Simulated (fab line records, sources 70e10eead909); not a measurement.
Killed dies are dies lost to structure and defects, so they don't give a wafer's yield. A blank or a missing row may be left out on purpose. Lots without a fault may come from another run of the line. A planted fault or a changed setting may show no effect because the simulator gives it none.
Chamber matching | flow nand_harc | NHARC_A_CHANNEL_FILL_D2_ALD_02 on ald_hk-03: 4 sister chambers
The step deposits SiO2, target thk 6 nm, pulse time 10 s, ald cycles 60. 4 wafers are shown with their chamber, then 7 later ones without.

WAFERS WITH THEIR CHAMBER
wafer  | chamber | heater_power_w (W)
L876.4 | 1       | 447
L881.4 | 2       | 533
L884.1 | 0       | 422
L884.2 | 3       | 493

WAFERS WITHOUT THEIR CHAMBER
wafer  | heater_power_w (W)
L884.6 | 542
L890.1 | 509
L890.3 | 447
L890.6 | 478
L896.2 | 453
L896.4 | 499
L896.6 | 436

WHICH CHAMBER EACH WENT THROUGH
wafer  | from the rows above     | in truth
L884.6 | 2                       | 2
L890.1 | can't be placed: 3 or 2 | 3
L890.3 | 1                       | 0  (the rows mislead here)
L890.6 | can't be placed: 3 or 1 | 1
L896.2 | 1                       | 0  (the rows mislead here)
L896.4 | 3                       | 3
L896.6 | can't be placed: 1 or 0 | 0
Placed correctly: 2 of 7. Can't be placed from these rows: 3 (the true chamber is among the candidates in 3). Placed wrongly: 2.
How it was worked out, from the rows above alone: a wafer's distance from a chamber is the root of the sum, over the readings, of the square of ((its reading less the chamber's mean) divided by the reading's scatter). The wafer belongs to the nearest chamber; if the next one is less than 2 further off, it can't be placed. A chamber's mean is the mean of its shown wafers. The scatter: with one shown wafer a chamber, the root of the mean of the squares of how far each hidden wafer lies from its nearest shown one.
